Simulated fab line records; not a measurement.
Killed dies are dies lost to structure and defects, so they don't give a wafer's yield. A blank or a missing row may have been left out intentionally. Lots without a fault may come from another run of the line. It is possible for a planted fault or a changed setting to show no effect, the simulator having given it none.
Which tool was responsible? :: flow nand_harc :: 42 wafers from 14 lots sampled at 4 of the route's 1302 steps

## WHAT THE GAUGES SHOWED, per wafer
The record holds no reading of a measuring or inspecting step that can be judged against a usual standard deviation.

## TOOL THAT RAN EACH LOT (tool first, then ch and the chambers of the sampled wafers, then the start)
lot: L386
NHARC_A_CHANNEL_HOLE_D2_ETCH_38: rie_diel-09 ch 1,3, day 13 08:47
NHARC_A_CHANNEL_HOLE_D2_ETCH_21: har_etch-02 ch 0,1, day 13 11:50
NHARC_A_CHANNEL_HOLE_D2_ETCH_44: rie_diel-09 ch 0,2,3, day 13 16:04
NHARC_A_CHANNEL_HOLE_D2_XSEM_32: xsem-01 ch 0, day 13 16:57

lot: L385
NHARC_A_CHANNEL_HOLE_D2_ETCH_38: rie_diel-02 ch 0,2, day 13 09:07
NHARC_A_CHANNEL_HOLE_D2_ETCH_21: har_etch-01 ch 0,1, day 13 15:38
NHARC_A_CHANNEL_HOLE_D2_ETCH_44: rie_diel-02 ch 0,3, day 13 19:52
NHARC_A_CHANNEL_HOLE_D2_XSEM_32: xsem-02 ch 0, day 13 20:45

lot: L388
NHARC_A_CHANNEL_HOLE_D2_ETCH_38: rie_diel-06 ch 2,3, day 14 05:51
NHARC_A_CHANNEL_HOLE_D2_ETCH_21: har_etch-01 ch 0,1, day 14 07:33
NHARC_A_CHANNEL_HOLE_D2_ETCH_44: rie_diel-06 ch 0,2,3, day 14 11:55
NHARC_A_CHANNEL_HOLE_D2_XSEM_32: xsem-02 ch 0, day 14 12:55

lot: L387
NHARC_A_CHANNEL_HOLE_D2_ETCH_38: rie_diel-09 ch 1,2,3, day 14 06:11
NHARC_A_CHANNEL_HOLE_D2_ETCH_21: har_etch-02 ch 0,1, day 14 07:47
NHARC_A_CHANNEL_HOLE_D2_ETCH_44: rie_diel-06 ch 2,3, day 14 12:28
NHARC_A_CHANNEL_HOLE_D2_XSEM_32: xsem-01 ch 0, day 14 13:37

lot: L390
NHARC_A_CHANNEL_HOLE_D2_ETCH_38: rie_diel-02 ch 0,1,3, day 15 01:41
NHARC_A_CHANNEL_HOLE_D2_ETCH_21: har_etch-02 ch 0,1, day 15 03:13
NHARC_A_CHANNEL_HOLE_D2_ETCH_44: rie_diel-09 ch 0,1,3, day 15 07:29
NHARC_A_CHANNEL_HOLE_D2_XSEM_32: xsem-02 ch 0, day 15 08:23

lot: L389
NHARC_A_CHANNEL_HOLE_D2_ETCH_38: rie_diel-09 ch 0,3, day 15 02:25
NHARC_A_CHANNEL_HOLE_D2_ETCH_21: har_etch-01 ch 0,1, day 15 04:43
NHARC_A_CHANNEL_HOLE_D2_ETCH_44: rie_diel-09 ch 0,1,2, day 15 09:00
NHARC_A_CHANNEL_HOLE_D2_XSEM_32: xsem-01 ch 0, day 15 09:55

lot: L391
NHARC_A_CHANNEL_HOLE_D2_ETCH_38: rie_diel-09 ch 0,1,3, day 16 02:56
NHARC_A_CHANNEL_HOLE_D2_ETCH_21: har_etch-02 ch 1, day 16 04:31
NHARC_A_CHANNEL_HOLE_D2_ETCH_44: rie_diel-09 ch 1,2, day 16 08:44
NHARC_A_CHANNEL_HOLE_D2_XSEM_32: xsem-02 ch 0, day 16 09:38

lot: L393
NHARC_A_CHANNEL_HOLE_D2_ETCH_38: rie_diel-09 ch 0,1,3, day 17 05:04
NHARC_A_CHANNEL_HOLE_D2_ETCH_21: har_etch-01 ch 0,1, day 17 06:40
NHARC_A_CHANNEL_HOLE_D2_ETCH_44: rie_diel-09 ch 0,2,3, day 18 02:15
NHARC_A_CHANNEL_HOLE_D2_XSEM_32: xsem-01 ch 0, day 18 03:08

lot: L394
NHARC_A_CHANNEL_HOLE_D2_ETCH_38: rie_diel-09 ch 0,1,3, day 17 17:52
NHARC_A_CHANNEL_HOLE_D2_ETCH_21: har_etch-02 ch 0,1, day 18 02:30
NHARC_A_CHANNEL_HOLE_D2_ETCH_44: rie_diel-06 ch 0,1,2, day 18 06:48
NHARC_A_CHANNEL_HOLE_D2_XSEM_32: xsem-02 ch 0, day 18 07:41

lot: L396
NHARC_A_CHANNEL_HOLE_D2_ETCH_38: rie_diel-06 ch 1,2,3, day 17 21:27
NHARC_A_CHANNEL_HOLE_D2_ETCH_21: har_etch-01 ch 0,1, day 18 06:17
NHARC_A_CHANNEL_HOLE_D2_ETCH_44: rie_diel-06 ch 0,3, day 18 10:34
NHARC_A_CHANNEL_HOLE_D2_XSEM_32: xsem-01 ch 0, day 18 11:28

lot: L400
NHARC_A_CHANNEL_HOLE_D2_ETCH_38: rie_diel-02 ch 1,2,3, day 19 13:15
NHARC_A_CHANNEL_HOLE_D2_ETCH_21: har_etch-02 ch 1, day 19 14:46
NHARC_A_CHANNEL_HOLE_D2_ETCH_44: rie_diel-02 ch 0,2, day 19 19:04
NHARC_A_CHANNEL_HOLE_D2_XSEM_32: xsem-01 ch 0, day 19 19:56

lot: L407
NHARC_A_CHANNEL_HOLE_D2_ETCH_38: rie_diel-09 ch 0,2,3, day 22 12:31
NHARC_A_CHANNEL_HOLE_D2_ETCH_21: har_etch-01 ch 1, day 22 14:05
NHARC_A_CHANNEL_HOLE_D2_ETCH_44: rie_diel-06 ch 0,2, day 22 18:18
NHARC_A_CHANNEL_HOLE_D2_XSEM_32: xsem-02 ch 0, day 22 19:11

lot: L406
NHARC_A_CHANNEL_HOLE_D2_ETCH_38: rie_diel-02 ch 0,1,2, day 22 13:31
NHARC_A_CHANNEL_HOLE_D2_ETCH_21: har_etch-02 ch 0,1, day 22 18:03
NHARC_A_CHANNEL_HOLE_D2_ETCH_44: rie_diel-09 ch 0,1,3, day 22 22:21
NHARC_A_CHANNEL_HOLE_D2_XSEM_32: xsem-01 ch 0, day 22 23:13

lot: L408
NHARC_A_CHANNEL_HOLE_D2_ETCH_38: rie_diel-09 ch 0,1,2, day 23 00:55
NHARC_A_CHANNEL_HOLE_D2_ETCH_21: har_etch-02 ch 0,1, day 23 03:05
NHARC_A_CHANNEL_HOLE_D2_ETCH_44: rie_diel-09 ch 0,2,3, day 23 07:16
NHARC_A_CHANNEL_HOLE_D2_XSEM_32: xsem-02 ch 0, day 23 08:08
- NHARC_A_CHANNEL_HOLE_D2_ETCH_38: etches the open film in CF4, target depth 39 nm, time 65 s.
- NHARC_A_CHANNEL_HOLE_D2_ETCH_21: etches the open film in C4F8/O2/Ar, time 514.3 s, target depth 1600 nm.
- NHARC_A_CHANNEL_HOLE_D2_ETCH_44: etches the open film in CF4/O2, target depth 140 nm, overetch 14 nm, time 77 s.
- NHARC_A_CHANNEL_HOLE_D2_XSEM_32

## AS READ BY THE TOOLS THEMSELVES (means over the sampled wafers that have a number; for cases with no such wafer, the mark the record gives instead)
NHARC_A_CHANNEL_HOLE_D2_ETCH_38. Usual: drypump_motor_current_A 5.5 A, standard deviation 0.4; oes_product_au 0.999 a.u., standard deviation 0.0077; rf_vpp_V 150.6 V, standard deviation 1.1; run_length_s 86.2 s, standard deviation 0.43; showerhead_plenum_p_Torr 1.73 Torr, standard deviation 0.054; throttle_valve_pct 13.283 %, standard deviation 0.0081.
lot: L386
tool: rie_diel-09
drypump_motor_current_A (A): 5.1
oes_product_au (a.u.): 1.006
rf_vpp_V (V): 151.0
run_length_s (s): 85.9
showerhead_plenum_p_Torr (Torr): 1.79
throttle_valve_pct (%): 13.280
flag: 

lot: L385
tool: rie_diel-02
drypump_motor_current_A (A): 6.2
oes_product_au (a.u.): 0.999
rf_vpp_V (V): 150.2
run_length_s (s): 86.2
showerhead_plenum_p_Torr (Torr): 1.72
throttle_valve_pct (%): 13.279
flag: 

lot: L388
tool: rie_diel-06
drypump_motor_current_A (A): 6.1
oes_product_au (a.u.): 0.998
rf_vpp_V (V): 150.7
run_length_s (s): 86.0
showerhead_plenum_p_Torr (Torr): 1.73
throttle_valve_pct (%): 13.282
flag: 

lot: L387
tool: rie_diel-09
drypump_motor_current_A (A): 5.2
oes_product_au (a.u.): 0.997
rf_vpp_V (V): 150.9
run_length_s (s): 85.8
showerhead_plenum_p_Torr (Torr): 1.75
throttle_valve_pct (%): 13.283
flag: 

lot: L390
tool: rie_diel-02
drypump_motor_current_A (A): 5.8
oes_product_au (a.u.): 1.002
rf_vpp_V (V): 150.7
run_length_s (s): 86.4
showerhead_plenum_p_Torr (Torr): 1.73
throttle_valve_pct (%): 13.287
flag: 

lot: L389
tool: rie_diel-09
drypump_motor_current_A (A): 5.0
oes_product_au (a.u.): 0.996
rf_vpp_V (V): 151.2
run_length_s (s): 86.3
showerhead_plenum_p_Torr (Torr): 1.76
throttle_valve_pct (%): 13.278
flag: 

lot: L391
tool: rie_diel-09
drypump_motor_current_A (A): 5.1
oes_product_au (a.u.): 1.009
rf_vpp_V (V): 150.4
run_length_s (s): 86.1
showerhead_plenum_p_Torr (Torr): 1.78
throttle_valve_pct (%): 13.287
flag: 

lot: L393
tool: rie_diel-09
drypump_motor_current_A (A): 5.1
oes_product_au (a.u.): 1.001
rf_vpp_V (V): 150.6
run_length_s (s): 86.2
showerhead_plenum_p_Torr (Torr): 1.78
throttle_valve_pct (%): 13.292
flag: 

lot: L394
tool: rie_diel-09
drypump_motor_current_A (A): 5.1
oes_product_au (a.u.): 1.001
rf_vpp_V (V): 151.2
run_length_s (s): 86.1
showerhead_plenum_p_Torr (Torr): 1.78
throttle_valve_pct (%): 13.286
flag: 

lot: L396
tool: rie_diel-06
drypump_motor_current_A (A): 5.9
oes_product_au (a.u.): 0.998
rf_vpp_V (V): 151.4
run_length_s (s): 86.2
showerhead_plenum_p_Torr (Torr): 1.74
throttle_valve_pct (%): 13.273
flag: 

lot: L400
tool: rie_diel-02
drypump_motor_current_A (A): 5.7
oes_product_au (a.u.): 1.001
rf_vpp_V (V): 150.3
run_length_s (s): 86.4
showerhead_plenum_p_Torr (Torr): 1.70
throttle_valve_pct (%): 13.284
flag: 

lot: L407
tool: rie_diel-09
drypump_motor_current_A (A): 5.2
oes_product_au (a.u.): 1.006
rf_vpp_V (V): 151.1
run_length_s (s): 86.3
showerhead_plenum_p_Torr (Torr): 1.71
throttle_valve_pct (%): 13.277
flag: 

lot: L406
tool: rie_diel-02
drypump_motor_current_A (A): 5.9
oes_product_au (a.u.): 0.994
rf_vpp_V (V): 149.9
run_length_s (s): 86.4
showerhead_plenum_p_Torr (Torr): 1.70
throttle_valve_pct (%): 13.289
flag: 

lot: L408
tool: rie_diel-09
drypump_motor_current_A (A): 5.3
oes_product_au (a.u.): 1.004
rf_vpp_V (V): 150.8
run_length_s (s): 86.2
showerhead_plenum_p_Torr (Torr): 1.73
throttle_valve_pct (%): 13.277
flag: 

NHARC_A_CHANNEL_HOLE_D2_ETCH_21. Usual: drypump_motor_current_A 5.60 A, standard deviation 0.22; he_backside_leak_sccm 6.1 sccm, standard deviation 0.86; showerhead_plenum_p_Torr 3.68 Torr, standard deviation 0.17; throttle_valve_pct 32.155 %, standard deviation 0.0091.
lot: L386
tool: har_etch-02
drypump_motor_current_A (A): 5.40
he_backside_leak_sccm (sccm): 6.2
showerhead_plenum_p_Torr (Torr): 3.48
throttle_valve_pct (%): 32.159
flag: 

lot: L385
tool: har_etch-01
drypump_motor_current_A (A): 5.75
he_backside_leak_sccm (sccm): 7.3
showerhead_plenum_p_Torr (Torr): 3.66
throttle_valve_pct (%): 32.152
flag: 

lot: L388
tool: har_etch-01
drypump_motor_current_A (A): 5.82
he_backside_leak_sccm (sccm): 6.3
showerhead_plenum_p_Torr (Torr): 3.64
throttle_valve_pct (%): 32.155
flag: 

lot: L387
tool: har_etch-02
drypump_motor_current_A (A): 5.39
he_backside_leak_sccm (sccm): 6.4
showerhead_plenum_p_Torr (Torr): 3.48
throttle_valve_pct (%): 32.149
flag: 

lot: L390
tool: har_etch-02
drypump_motor_current_A (A): 5.39
he_backside_leak_sccm (sccm): 6.4
showerhead_plenum_p_Torr (Torr): 3.47
throttle_valve_pct (%): 32.159
flag: 

lot: L389
tool: har_etch-01
drypump_motor_current_A (A): 5.82
he_backside_leak_sccm (sccm): 6.3
showerhead_plenum_p_Torr (Torr): 3.64
throttle_valve_pct (%): 32.165
flag: 

lot: L391
tool: har_etch-02
drypump_motor_current_A (A): 5.29
he_backside_leak_sccm (sccm): 6.1
showerhead_plenum_p_Torr (Torr): 3.49
throttle_valve_pct (%): 32.159
flag: 

lot: L393
tool: har_etch-01
drypump_motor_current_A (A): 5.75
he_backside_leak_sccm (sccm): 6.0
showerhead_plenum_p_Torr (Torr): 3.63
throttle_valve_pct (%): 32.150
flag: 

lot: L394
tool: har_etch-02
drypump_motor_current_A (A): 5.48
he_backside_leak_sccm (sccm): 5.5
showerhead_plenum_p_Torr (Torr): 3.92
throttle_valve_pct (%): 32.152
flag: 

lot: L396
tool: har_etch-01
drypump_motor_current_A (A): 5.72
he_backside_leak_sccm (sccm): 6.4
showerhead_plenum_p_Torr (Torr): 3.63
throttle_valve_pct (%): 32.159
flag: 

lot: L400
tool: har_etch-02
drypump_motor_current_A (A): 5.30
he_backside_leak_sccm (sccm): 5.1
showerhead_plenum_p_Torr (Torr): 3.91
throttle_valve_pct (%): 32.156
flag: 

lot: L407
tool: har_etch-01
drypump_motor_current_A (A): 5.90
he_backside_leak_sccm (sccm): 7.2
showerhead_plenum_p_Torr (Torr): 3.58
throttle_valve_pct (%): 32.158
flag: 

lot: L406
tool: har_etch-02
drypump_motor_current_A (A): 5.39
he_backside_leak_sccm (sccm): 5.4
showerhead_plenum_p_Torr (Torr): 3.89
throttle_valve_pct (%): 32.153
flag: 

lot: L408
tool: har_etch-02
drypump_motor_current_A (A): 5.47
he_backside_leak_sccm (sccm): 5.6
showerhead_plenum_p_Torr (Torr): 3.88
throttle_valve_pct (%): 32.156
flag: 

NHARC_A_CHANNEL_HOLE_D2_ETCH_44. Usual: drypump_motor_current_A 5.5 A, standard deviation 0.43; oes_product_au 0.998 a.u., standard deviation 0.0078; rf_vpp_V 197.5 V, standard deviation 1.1; run_length_s 98.2 s, standard deviation 0.44; showerhead_plenum_p_Torr 1.31 Torr, standard deviation 0.041; throttle_valve_pct 13.397 %, standard deviation 0.0092.
lot: L386
tool: rie_diel-09
drypump_motor_current_A (A): 5.2
oes_product_au (a.u.): 1.005
rf_vpp_V (V): 198.0
run_length_s (s): 98.3
showerhead_plenum_p_Torr (Torr): 1.29
throttle_valve_pct (%): 13.394
flag: 

lot: L385
tool: rie_diel-02
drypump_motor_current_A (A): 6.1
oes_product_au (a.u.): 1.003
rf_vpp_V (V): 197.7
run_length_s (s): 98.1
showerhead_plenum_p_Torr (Torr): 1.32
throttle_valve_pct (%): 13.399
flag: 

lot: L388
tool: rie_diel-06
drypump_motor_current_A (A): 5.8
oes_product_au (a.u.): 1.003
rf_vpp_V (V): 197.4
run_length_s (s): 98.3
showerhead_plenum_p_Torr (Torr): 1.33
throttle_valve_pct (%): 13.393
flag: 

lot: L387
tool: rie_diel-06
drypump_motor_current_A (A): 6.2
oes_product_au (a.u.): 0.999
rf_vpp_V (V): 197.0
run_length_s (s): 97.9
showerhead_plenum_p_Torr (Torr): 1.31
throttle_valve_pct (%): 13.401
flag: 

lot: L390
tool: rie_diel-09
drypump_motor_current_A (A): 5.1
oes_product_au (a.u.): 0.996
rf_vpp_V (V): 198.2
run_length_s (s): 98.2
showerhead_plenum_p_Torr (Torr): 1.34
throttle_valve_pct (%): 13.394
flag: 

lot: L389
tool: rie_diel-09
drypump_motor_current_A (A): 5.3
oes_product_au (a.u.): 0.999
rf_vpp_V (V): 198.3
run_length_s (s): 98.2
showerhead_plenum_p_Torr (Torr): 1.31
throttle_valve_pct (%): 13.395
flag: 

lot: L391
tool: rie_diel-09
drypump_motor_current_A (A): 5.4
oes_product_au (a.u.): 0.997
rf_vpp_V (V): 196.5
run_length_s (s): 98.1
showerhead_plenum_p_Torr (Torr): 1.29
throttle_valve_pct (%): 13.402
flag: 

lot: L393
tool: rie_diel-09
drypump_motor_current_A (A): 5.2
oes_product_au (a.u.): 0.992
rf_vpp_V (V): 195.8
run_length_s (s): 98.3
showerhead_plenum_p_Torr (Torr): 1.29
throttle_valve_pct (%): 13.392
flag: 

lot: L394
tool: rie_diel-06
drypump_motor_current_A (A): 5.9
oes_product_au (a.u.): 0.986
rf_vpp_V (V): 197.1
run_length_s (s): 98.1
showerhead_plenum_p_Torr (Torr): 1.32
throttle_valve_pct (%): 13.402
flag: 

lot: L396
tool: rie_diel-06
drypump_motor_current_A (A): 5.6
oes_product_au (a.u.): 0.989
rf_vpp_V (V): 198.6
run_length_s (s): 98.1
showerhead_plenum_p_Torr (Torr): 1.34
throttle_valve_pct (%): 13.399
flag: 

lot: L400
tool: rie_diel-02
drypump_motor_current_A (A): 6.0
oes_product_au (a.u.): 0.995
rf_vpp_V (V): 196.8
run_length_s (s): 98.2
showerhead_plenum_p_Torr (Torr): 1.27
throttle_valve_pct (%): 13.391
flag: 

lot: L407
tool: rie_diel-06
drypump_motor_current_A (A): 5.7
oes_product_au (a.u.): 1.008
rf_vpp_V (V): 197.1
run_length_s (s): 98.1
showerhead_plenum_p_Torr (Torr): 1.34
throttle_valve_pct (%): 13.400
flag: 

lot: L406
tool: rie_diel-09
drypump_motor_current_A (A): 5.1
oes_product_au (a.u.): 1.001
rf_vpp_V (V): 198.0
run_length_s (s): 95.2
showerhead_plenum_p_Torr (Torr): 1.34
throttle_valve_pct (%): 13.384
flag: OFF

lot: L408
tool: rie_diel-09
drypump_motor_current_A (A): 5.2
oes_product_au (a.u.): 1.005
rf_vpp_V (V): 197.2
run_length_s (s): 95.7
showerhead_plenum_p_Torr (Torr): 1.29
throttle_valve_pct (%): 13.390
flag: OFF

NHARC_A_CHANNEL_HOLE_D2_XSEM_32. Usual: bot_cd_nm 74.6 nm, standard deviation 1.3; bow_nm 8.58 nm, standard deviation 0.28; tilt_deg 0.07 degrees, standard deviation 0.035.
lot: L386
tool: xsem-01
bot_cd_nm (nm): 76.0
bow_nm (nm): 8.81
tilt_deg (degrees): 0.09
flag: 

lot: L385
tool: xsem-02
bot_cd_nm (nm): 74.6
bow_nm (nm): 8.56
tilt_deg (degrees): 0.03
flag: 

lot: L388
tool: xsem-02
bot_cd_nm (nm): 76.8
bow_nm (nm): 8.16
tilt_deg (degrees): 0.06
flag: 

lot: L387
tool: xsem-01
bot_cd_nm (nm): 74.5
bow_nm (nm): 8.55
tilt_deg (degrees): 0.11
flag: 

lot: L390
tool: xsem-02
bot_cd_nm (nm): 76.2
bow_nm (nm): 8.39
tilt_deg (degrees): 0.03
flag: 

lot: L389
tool: xsem-01
bot_cd_nm (nm): 74.1
bow_nm (nm): 9.14
tilt_deg (degrees): 0.03
flag: 

lot: L391
tool: xsem-02
bot_cd_nm (nm): 74.2
bow_nm (nm): 8.40
tilt_deg (degrees): 0.05
flag: 

lot: L393
tool: xsem-01
bot_cd_nm (nm): 76.3
bow_nm (nm): 8.59
tilt_deg (degrees): 0.04
flag: 

lot: L394
tool: xsem-02
bot_cd_nm (nm): 75.1
bow_nm (nm): 8.40
tilt_deg (degrees): 0.10
flag: 

lot: L396
tool: xsem-01
bot_cd_nm (nm): 73.3
bow_nm (nm): 8.27
tilt_deg (degrees): 0.07
flag: 

lot: L400
tool: xsem-01
bot_cd_nm (nm): 74.3
bow_nm (nm): 8.76
tilt_deg (degrees): 0.12
flag: 

lot: L407
tool: xsem-02
bot_cd_nm (nm): 74.3
bow_nm (nm): 8.96
tilt_deg (degrees): 0.02
flag: 

lot: L406
tool: xsem-01
bot_cd_nm (nm): 73.0
bow_nm (nm): 8.79
tilt_deg (degrees): 0.03
flag: 

lot: L408
tool: xsem-02
bot_cd_nm (nm): 75.6
bow_nm (nm): 8.98
tilt_deg (degrees): 0.06
flag: 

## THE ANSWER, worked out from the rows above alone
Rule: a lot counts as off when the mean over its wafers that have a number is more than 3 standard deviations away from the usual mean. A lot without any number at a reading at which 4 lots or more have one is off too. The other lots that the step has rows for count as sound. The gauges are gone through in route order, then the tools' own readings, and for those a lot's mean is taken as printed above. The first step at which some lot is off is used, and at that step the reading that is off furthest; a lot without a number counts as furthest.
Off: L406, L408 (NHARC_A_CHANNEL_HOLE_D2_ETCH_44, run_length_s).
If a tool, at that step or one of the process steps before it, ran each lot that is off and ran no sound lot following the first of them, it fits. This does not decide it: 2 tools fit, namely har_etch-02 at NHARC_A_CHANNEL_HOLE_D2_ETCH_21 and rie_diel-09 at NHARC_A_CHANNEL_HOLE_D2_ETCH_44.

## WHAT WAS PUT IN BY THE SIMULATOR
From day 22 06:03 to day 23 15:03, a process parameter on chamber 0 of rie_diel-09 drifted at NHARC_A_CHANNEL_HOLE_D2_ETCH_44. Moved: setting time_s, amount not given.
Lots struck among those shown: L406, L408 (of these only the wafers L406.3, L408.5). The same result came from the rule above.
